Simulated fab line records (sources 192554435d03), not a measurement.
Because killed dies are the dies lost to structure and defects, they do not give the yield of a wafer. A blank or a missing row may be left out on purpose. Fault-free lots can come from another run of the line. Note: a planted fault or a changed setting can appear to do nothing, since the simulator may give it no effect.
Split-lot experiment ; flow n5_finfet ; 21 wafers read from 7 lots, route of 1938 steps

THE SPLIT
At N5_PASSIVATION_EXPOSE_27 (exposes mask PAD, defocus 0 nm), the setting dose_mj was moved away from the recipe's 32.3 on 7 of the 21 wafers read, by -4.7% to +4.2%. All remaining wafers had this setting at the recipe value.

FROM THE SPLIT TO THE READING: what the file shows between them, 2 steps
- N5_PASSIVATION_DEVELOP_29: develop time 60 s (also split here: develop_time_s)
- N5_PASSIVATION_HARDBAKE_31: time 120 s

THE READING
At N5_PASSIVATION_CD_MEAS_30: cd_nm in nanometres, against a target cd of 4000 nm. Fault-free wafers of this fab line usually give 3999.9 nm, standard deviation 1.5 nm.

wafer;tool, chamber at the split;dose_mj as run;against the recipe;cd_nm, nm;against lot-mates on the recipe
L077.1;krf_scanner-01, 0;32.3;recipe;3996.4;-
L077.4;krf_scanner-01, 0;32.3;recipe;3997.9;-
L077.5;krf_scanner-01, 0;32.3;recipe;3998.4;-
L081.1;krf_scanner-02, 0;32.3;recipe;4000.4;-
L081.3;krf_scanner-02, 0;32.3;recipe;3998.1;-
L081.6;krf_scanner-02, 0;32.3;recipe;3999.7;-
L084.1;krf_scanner-01, 0;30.94;-4.2%;3989.0;-12.4
L084.4;krf_scanner-01, 0;32.3;recipe;4001.4;-
L084.6;krf_scanner-01, 0;30.94;-4.2%;3989.9;-11.5
L083.1;krf_scanner-02, 0;32.3;recipe;3999.5;-
L083.2;krf_scanner-02, 0;32.3;recipe;3997.8;-
L083.4;krf_scanner-02, 0;32.3;recipe;3998.7;-
L089.3;krf_scanner-02, 0;32.3;recipe;3997.5;-
L089.4;krf_scanner-02, 0;32.3;recipe;3997.5;-
L089.5;krf_scanner-02, 0;33.65;+4.2%;4006.1;+8.6
L093.1;krf_scanner-01, 0;30.77;-4.7%;3990.3;-5.7
L093.5;krf_scanner-01, 0;32.3;recipe;3996.0;-
L093.6;krf_scanner-01, 0;30.77;-4.7%;3987.1;-8.9
L095.4;krf_scanner-02, 0;31.13;-3.6%;3990.0;-10.1
L095.5;krf_scanner-02, 0;32.3;recipe;4000.1;-
L095.6;krf_scanner-02, 0;31.13;-3.6%;3993.4;-6.7

FIT RESULTS
A straight line over all 21 wafers: cd_nm changes by +2.01 nm for each +1% of dose_mj; r = +0.95; the points scatter about the line by 1.5 nm.
The same after taking each lot's own level away (the mean of its wafers on the recipe; 21 wafers): +2.13 nm for each +1%; r = +0.95; scatter 1.7 nm.
The reading moves by 10 nm for the largest change in dose_mj, on that fit.
Across the lots, their own levels run from 3996.00 to 4001.40 nm, a range of 3.6 times the standard deviation given above.
Consequently the slope shifts little with the lot-to-lot level, the two slopes agreeing.
Check: with one of the wafers moved furthest among these (-4.7%) left out of the fit, the line predicts -11.2 nm for it against its lot-mates. Against them it came out at -5.7 nm.

ADDITIONAL SPLITS CARRIED BY THESE WAFERS
Other splits were also applied to these wafers ahead of the reading. Each is held against what the fit with the lots' levels taken away leaves over:
other split on the same wafers;wafers away from the commonest value;r with cd_nm (lot level and that fit taken away)
N5_BEOL_M15_PEB_26 peb_temp_c;6;-0.15
N5_PASSIVATION_EXPOSE_07 dose_mj;5;-0.24
N5_PASSIVATION_ETCH_15 bias_w;7;+0.10
N5_PASSIVATION_DEVELOP_29 develop_time_s;6;+0.57

THE FILE'S OWN FIT
cd_nm changes by +2.14 nm for each +1% of dose_mj, r = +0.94.
